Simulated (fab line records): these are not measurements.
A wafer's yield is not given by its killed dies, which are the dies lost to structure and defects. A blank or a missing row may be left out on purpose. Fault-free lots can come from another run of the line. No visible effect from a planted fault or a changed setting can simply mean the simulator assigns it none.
fab line records	flow n5Finfet
[record] lots = 10	wafers = 26	lastDay = 19
route steps=1938 shown BEOL_M0_SAQP@652 BEOL_M4@1111
lots that met no fault: from a run of the same line without faults
startH: start of the lot's first displayed wafer, in hours after the record's first day	waitH: hours since the lot's step before	" same as the row above	L1.1+2: one row covering several wafers at once	- no value present, or no start provided	* or withheld: withheld	< > ~ a bound
route shown NAME@n: names a module that has steps shown in the file, with the first one's number in the route	usual: the fault-free wafers' mean and standard deviation	same: alike in all rows	chamber/n: place in a boat	sites: each site's reading	_std_site: their standard deviation	_edge_site: the outer-site mean with the inner-site mean subtracted	radiusMm: for every site, how far away it sits from the centre of the wafer	mask NAME#n: copy n	behind: the most recent tool/chamber to have shaped the wafer	hold: why the lot went on hold/how many hours it stayed there/how the hold came to an end	device: the transistor (n, p or np) that didn't switch	end of line: at the end of the route, the tests of the same wafers	a step without rows: its recipe alone	killed: the dies lost at the first sort to structure and to defects; this is not the yield of the wafer	map: a wafer's dies, x killed, . not, _ none there
set.NAME: the setting the step ran with; set.NAME@STEP: the setting that earlier step ran with	model.NAME: the simulator's own value behind a step, which no gauge read
one table for each step of the route and one row for each wafer, over a sample of lots
services: a tool's chamber out of use, with start hour (startH, from the record's first day; less than 0 if before it), hours out, and reason
[[steps]]
[step N5_BEOL_M0_SAQP_DESCUM_19]
[recipe] chemistry = O2	timeS = 7.9	sourcePowerW = 50	biasPowerW = 20	pressureMtorr = 20	rfFrequencyHz = 2.712e+07	tempC = 40	resist = CAR-ArF	o2FlowSccm = 225
[usual] drypumpMotorCurrentA = 5.6/0.44	oesProductAu = 0.76/0.069	rfVppV = 243.2/1.2	showerheadPlenumPTorr = 2.10/0.058	throttleValvePct = 20.44/0.21
lot.wafer	tool	chamber	startH	waitH	drypumpMotorCurrentA	oesProductAu	rfHoursCounterH	rfVppV	showerheadPlenumPTorr	throttleValvePct
L124.2	rieDiel-02	3	110.88	0.6	5.6	0.68	240	242.6	2.04	20.55
L124.3	"	1	"	"	5.6	0.89	24	241.2	2.04	20.33
L124.5	"	3	"	"	5.6	0.68	-	241.6	2.04	20.54
L127.1	rieDiel-06	1	124.29	0.0	6.6	0.70	212	243.9	2.07	20.50
L127.5	"	3	"	"	5.6	0.74	-	244.9	2.18	20.62
L129.1	rieDiel-06	3	140.32	0.0	5.6	0.73	172	244.0	2.18	20.61
L129.4	"	1	"	"	6.5	0.68	216	242.6	2.07	20.51
L129.6	"	0	"	"	5.2	0.81	-	241.1	2.02	20.60
L132.2	rieDiel-02	0	155.92	0.0	5.1	0.70	188	242.7	2.17	20.73
L132.4	"	2	"	"	6.1	0.76	-	244.3	2.10	20.43
L132.5	"	1	"	"	5.6	0.86	-	242.5	2.03	20.36
L133.1	rieDiel-06	0	161.56	0.0	5.2	0.81	105	243.3	2.02	20.61
L133.4	"	2	"	"	5.6	0.75	170	244.2	2.17	20.41
L133.5	"	0	"	"	5.2	0.81	-	241.0	2.02	20.61
L135.1	rieDiel-02	2	176.36	0.0	6.0	0.76	156	244.0	2.10	20.46
L135.4	"	1	"	"	5.7	0.86	-	241.7	2.03	20.35
L136.1	rieDiel-02	2	179.77	0.2	6.1	0.76	158	243.0	2.10	20.46
L136.2	"	1	"	"	5.7	0.85	46	242.4	2.03	20.38
L136.4	"	0	"	"	5.1	0.70	-	245.7	2.16	20.75
L144.1	rieDiel-06	0	227.52	0.0	5.1	0.79	121	241.9	2.02	20.62
L144.3	"	3	"	"	5.7	0.71	194	243.2	2.17	20.64
L145.3	rieDiel-06	3	228.24	0.0	5.7	0.71	194	244.1	2.17	20.66
L145.5	"	3	"	"	5.6	0.71	-	243.6	2.17	20.64
L147.1	rieDiel-06	0	250.51	0.6	5.1	0.79	127	241.6	2.01	20.66
L147.3	"	1	"	"	6.5	0.67	243	243.5	2.06	20.54
L147.5	"	0	"	"	5.2	0.78	-	242.7	2.01	20.63
[step N5_BEOL_M0_SAQP_HM_OPEN_112]
[recipe] chemistry = CHF3/O2	target = SiO2	stopOn = a-Si	targetDepthA = 120	overEtchFrac = 1.25	maskMaterial = SOC	timeS = 13.5	pressureMtorr = 30	sourceW = 650	biasW = 170	Ar_flow_sccm = 200	CHF3_flow_sccm = 50	O2_flow_sccm = 5	ionEnergyEv = 200	ends = endPoint
[usual] drypumpMotorCurrentA = 5.6/0.44	mfcArSccm = 200.0/0.56	oesProductAu = 0.50/0.04	overEtchFrac = 1.25/0	rfVppV = 525/9.5	showerheadPlenumPTorr = 2.42/0.062	throttleValvePct = 18.86/0.23
lot.wafer	tool	chamber	startH	waitH	drypumpMotorCurrentA	mfcArSccm	oesProductAu	overEtchFrac	rfHoursCounterH	rfVppV	showerheadPlenumPTorr	throttleValvePct
L124.2	rieDiel-02	3	111.07	0.0	5.6	199.9	0.44	1.25	240	521	2.36	18.98
L124.3	"	1	"	"	5.7	199.7	0.58	1.25	24	510	2.35	18.78
L124.5	"	3	"	"	5.6	200.7	0.45	1.25	-	521	2.36	18.97
L127.1	rieDiel-06	1	124.48	0.0	6.5	200.2	0.45	1.25	212	532	2.36	18.78
L127.5	"	3	"	"	5.6	199.1	0.48	1.25	-	522	2.49	18.93
L129.1	rieDiel-06	3	140.51	0.0	5.6	198.9	0.48	1.25	172	521	2.49	18.93
L129.4	"	1	"	"	6.5	199.3	0.45	1.25	216	530	2.36	18.79
L129.6	"	0	"	"	5.2	198.7	0.53	1.25	-	539	2.35	19.09
L132.2	rieDiel-02	0	156.12	0.0	5.1	200.6	0.46	1.25	188	529	2.51	19.25
L132.4	"	2	"	"	6.1	199.2	0.50	1.25	-	525	2.40	18.75
L132.5	"	1	"	"	5.7	200.2	0.56	1.25	-	512	2.34	18.81
L133.1	rieDiel-06	0	161.75	0.0	5.2	200.5	0.52	1.25	105	537	2.35	19.08
L133.4	"	2	"	"	5.6	200.6	0.49	1.25	170	522	2.52	18.89
L133.5	"	0	"	"	5.1	201.2	0.53	1.25	-	539	2.35	19.08
L135.1	rieDiel-02	2	176.55	0.0	6.1	199.8	0.50	1.25	156	526	2.40	18.77
L135.4	"	1	"	"	5.6	200.5	0.55	1.25	-	511	2.34	18.81
L136.1	rieDiel-02	2	179.96	0.0	6.0	200.2	0.49	1.25	158	526	2.40	18.76
L136.2	"	1	"	"	5.6	199.5	0.55	1.25	46	512	2.34	18.81
L136.4	"	0	"	"	5.1	200.2	0.46	1.25	-	531	2.51	19.27
L144.1	rieDiel-06	0	227.71	0.0	5.2	200.0	0.46	1.8982	122	537	2.34	19.10
L144.3	"	3	"	"	5.6	199.7	0.48	1.25	194	522	2.48	18.97
L145.3	rieDiel-06	3	228.43	0.0	5.6	198.8	0.47	1.25	194	521	2.48	18.97
L145.5	"	3	"	"	5.6	199.4	0.43	1.8982	-	522	2.48	18.96
L147.1	rieDiel-06	0	250.70	0.0	5.1	201.4	0.47	1.8982	127	538	2.34	19.12
L147.3	"	1	"	"	6.5	200.0	0.44	1.25	243	529	2.35	18.83
L147.5	"	0	"	"	5.2	200.5	0.47	1.8982	-	539	2.34	19.12
[step N5_BEOL_M0_SAQP_SPACER1_ETCHBACK_99]
[recipe] chemistry = CHF3/O2	mode = anisotropicEtchback	target = SiO2	targetDepthA = 154	timeS = 7.7	pressureMtorr = 30	sourceW = 650	biasW = 170	Ar_flow_sccm = 200	CHF3_flow_sccm = 50	O2_flow_sccm = 5	ionEnergyEv = 200
[usual] drypumpMotorCurrentA = 5.7/0.43	mfcArSccm = 200.0/0.62	oesProductAu = 0.77/0.076	rfVppV = 524/9.1	showerheadPlenumPTorr = 2.41/0.063	throttleValvePct = 18.90/0.22
lot.wafer	tool	chamber	startH	waitH	drypumpMotorCurrentA	mfcArSccm	oesProductAu	rfHoursCounterH	rfVppV	showerheadPlenumPTorr	throttleValvePct
L124.2	rieDiel-06	2	112.24	0.3	5.6	200.0	0.75	158	524	2.52	18.94
L124.3	"	1	"	"	6.5	200.1	0.69	209	531	2.37	18.84
L124.5	"	1	"	"	6.5	200.4	0.70	-	531	2.37	18.84
L127.1	rieDiel-05	1	126.25	0.3	5.6	201.1	0.73	196	524	2.48	18.74
L127.5	"	0	"	"	5.2	200.2	0.86	-	510	2.37	18.64
L129.1	rieDiel-05	3	141.68	0.3	5.1	199.8	0.69	231	525	2.40	19.24
L129.4	"	0	"	"	5.2	200.2	0.87	72	509	2.37	18.65
L129.6	"	3	"	"	5.1	199.3	0.68	-	525	2.40	19.21
L132.2	rieDiel-05	3	157.74	0.3	5.1	200.5	0.69	235	525	2.39	19.24
L132.4	"	2	"	"	6.2	200.2	0.87	53	541	2.44	18.51
L132.5	"	2	"	"	6.2	199.8	0.85	-	543	2.44	18.52
L133.1	rieDiel-02	1	163.14	0.3	5.6	200.3	0.85	40	512	2.34	18.86
L133.4	"	0	"	"	5.1	199.5	0.70	-	532	2.51	19.32
L133.5	"	2	"	"	6.1	198.6	0.77	-	525	2.40	18.82
L135.1	rieDiel-05	0	177.81	0.3	5.2	200.1	0.84	81	511	2.36	18.66
L135.4	"	2	"	"	6.2	199.2	0.86	59	541	2.44	18.52
L136.1	rieDiel-06	0	181.16	0.3	5.2	199.5	0.80	109	538	2.35	19.18
L136.2	"	2	"	"	5.6	199.8	0.74	176	523	2.51	18.96
L136.4	"	3	"	"	5.6	199.3	0.72	182	522	2.49	19.01
L144.1	rieDiel-06	2	228.89	0.3	5.7	199.4	0.74	187	521	2.51	19.00
L144.3	"	3	"	"	5.7	201.2	0.70	194	522	2.48	19.03
L145.3	rieDiel-05	0	229.61	0.3	5.3	200.2	0.83	92	510	2.36	18.67
L145.5	"	2	"	"	6.2	199.9	0.85	-	542	2.43	18.53
L147.1	rieDiel-06	3	252.00	0.3	5.6	200.3	0.71	200	521	2.48	19.07
L147.3	"	2	"	"	5.6	199.5	0.73	193	521	2.51	19.01
L147.5	"	2	"	"	5.6	200.5	0.73	-	523	2.51	18.99
[step N5_BEOL_M0_SAQP_CD_MEAS_25]
[recipe] targetCdNm = 13.1	landingEnergyEv = 1000	detector = seInlens
[usual] cdNm = 12.83/0.22
lot.wafer	tool	chamber	startH	waitH	cdNm
L124.2	cdSem-03	0	112.44	0.1	13.18
L124.3	"	0	"	"	12.59
L124.5	"	0	"	"	12.58
L127.1	cdSem-01	0	126.44	0.1	12.93
L127.5	"	0	"	"	13.27
L129.1	cdSem-03	0	141.88	0.1	13.00
L129.4	"	0	"	"	12.93
L129.6	"	0	"	"	12.50
L132.2	cdSem-02	0	157.94	0.1	12.72
L132.4	"	0	"	"	12.52
L132.5	"	0	"	"	12.96
L133.1	cdSem-03	0	163.33	0.1	12.53
L133.4	"	0	"	"	13.46
L133.5	"	0	"	"	13.15
L135.1	cdSem-02	0	178.00	0.1	12.90
L135.4	"	0	"	"	12.57
L136.1	cdSem-02	0	181.36	0.1	12.75
L136.2	"	0	"	"	12.68
L136.4	"	0	"	"	12.58
L144.1	cdSem-03	0	229.08	0.1	13.19
L144.3	"	0	"	"	12.99
L145.3	cdSem-02	0	229.82	0.1	12.71
L145.5	"	0	"	"	12.99
L147.1	cdSem-03	0	252.20	0.1	12.90
L147.3	"	0	"	"	12.68
L147.5	"	0	"	"	12.69
[step N5_BEOL_M4_RC_MEAS_101]
[usual] DIBL_N = 36.5/1.9	DIBL_P = 36.4/2.2	IOFF_N = 0.17/0.034	IOFF_P = 0.21/0.036	ION_N = 678/12	ION_P = 462/7.1	SS_N = 71.7/0.61	SS_P = 73.4/0.71	VT_N = 249/3.5	VT_P = -251/3
lot.wafer	tool	chamber	startH	waitH	DIBL_N[mV/V]	DIBL_P[mV/V]	IOFF_N[nA/um]	IOFF_P[nA/um]	ION_N[uA/um]	ION_P[uA/um]	SS_N[mV/dec]	SS_P[mV/dec]	VT_N[mV]	VT_P[mV]
L124.2	prober-01	0	185.84	0.2	37.7	37.9	0.21	0.25	689	467	72.5	74.7	244	-249
L124.3	"	0	"	"	36.6	37.3	0.18	0.23	679	465	71.9	74.8	248	-250
L124.5	"	0	"	"	37.5	37.5	0.19	0.23	683	461	72.7	73.5	246	-251
L127.1	prober-01	0	208.65	0.0	32.0	31.3	0.11	0.16	660	462	70.6	72.4	256	-253
L127.5	"	0	"	"	36.2	37.0	0.19	0.25	694	475	71.7	73.5	246	-248
L129.1	prober-02	0	209.41	0.0	38.1	38.5	0.20	0.25	687	464	71.9	73.6	246	-249
L129.4	"	0	"	"	35.4	33.8	0.14	0.18	670	456	71.4	72.7	251	-252
L129.6	"	0	"	"	39.0	39.9	0.22	0.28	688	473	72.3	74.6	245	-248
L132.2	prober-01	0	237.59	0.2	36.3	34.0	0.13	0.17	664	456	70.8	72.6	253	-258
L132.4	"	0	"	"	36.0	33.9	0.13	0.16	671	453	70.9	73.0	252	-255
L132.5	"	0	"	"	35.0	32.9	0.12	0.16	658	458	71.3	72.2	256	-256
L133.1	prober-01	0	249.88	0.0	38.7	38.9	0.20	0.23	692	470	72.4	74.4	244	-250
L133.4	"	0	"	"	37.5	38.0	0.18	0.21	691	467	72.1	73.2	249	-252
L133.5	"	0	"	"	36.0	35.6	0.14	0.17	664	457	71.6	73.2	254	-256
L135.1	prober-02	0	274.55	0.0	35.0	34.6	0.12	0.17	667	456	71.5	72.6	256	-254
L135.4	"	0	"	"	35.8	35.2	0.13	0.18	664	452	71.1	72.2	254	-252
L136.1	prober-01	0	276.51	0.0	38.7	36.9	0.17	0.20	686	460	71.9	73.5	248	-252
L136.2	"	0	"	"	37.4	35.4	0.15	0.18	657	455	71.2	73.8	254	-254
L136.4	"	0	"	"	39.8	39.0	0.20	0.24	690	466	72.5	74.3	249	-252
L145.3	prober-01	0	308.34	0.5	36.0	37.6	0.16	0.18	665	449	71.5	73.1	250	-254
L145.5	"	0	"	"	35.6	37.0	0.16	0.19	686	466	71.1	73.4	248	-256
L144.1	prober-01	0	318.58	0.0	38.7	38.4	0.20	0.27	687	466	72.4	74.0	247	-246
L144.3	"	0	"	"	35.9	34.8	0.14	0.20	678	468	71.1	73.4	252	-253
L147.1	prober-01	0	347.71	0.0	36.4	35.3	0.16	0.21	669	459	71.8	73.7	250	-250
L147.3	"	0	"	"	34.1	32.6	0.13	0.17	673	464	71.4	72.4	253	-253
L147.5	"	0	"	"	34.1	32.6	0.13	0.18	676	466	71.1	73.0	251	-252
[[services]]
tool	chamber	startH	hours	kind
rieDiel-06	-	95.50	1.1	repair
rieDiel-02	0	110.40	10.7	repair
rieDiel-02	-	134.86	0.7	repair
rieDiel-02	3	147.66	-	clean
rieDiel-02	3	147.66	-	consumableReplace:focusRing
rieDiel-02	3	147.66	33.6	scheduledDown
rieDiel-02	3	147.66	33.6	ventCycle
rieDiel-02	3	205.74	6.4	repair
rieDiel-02	0	207.35	34.2	repair
rieDiel-05	3	225.33	-	clean
rieDiel-05	3	225.33	-	consumableReplace:focusRing
rieDiel-05	3	225.33	13.3	scheduledDown
rieDiel-05	3	225.33	13.3	ventCycle
[[key]]
[firstSign] step = N5_BEOL_M0_SAQP_HM_OPEN_112	reading = overEtchFrac	direction = up	sigmas = 99+	usual = 1.25	struck = 1.8982
effect none on later readings
metAt N5_BEOL_M0_SAQP_HM_OPEN_112
struckLots L144,L145,L147
struckWafers L144.1,L145.5,L147.1,L147.5
notActingAt N5_BEOL_M0_SAQP_DESCUM_19,N5_BEOL_M0_SAQP_SPACER1_ETCHBACK_99,N5_BEOL_M0_SAQP_CD_MEAS_25
onsetBetween 161.75 227.71
[fault] kind = processParameterDrift	tool = rieDiel-06	chamber = -	onsetH = 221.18	steps = N5_BEOL_M0_SAQP_HM_OPEN_112	channel = overEtchFrac	offset = 0.64819	shape = step	endH = 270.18	scope = struckWafersOnly	actsIn = theseRecipesOnly	stated = 1.25
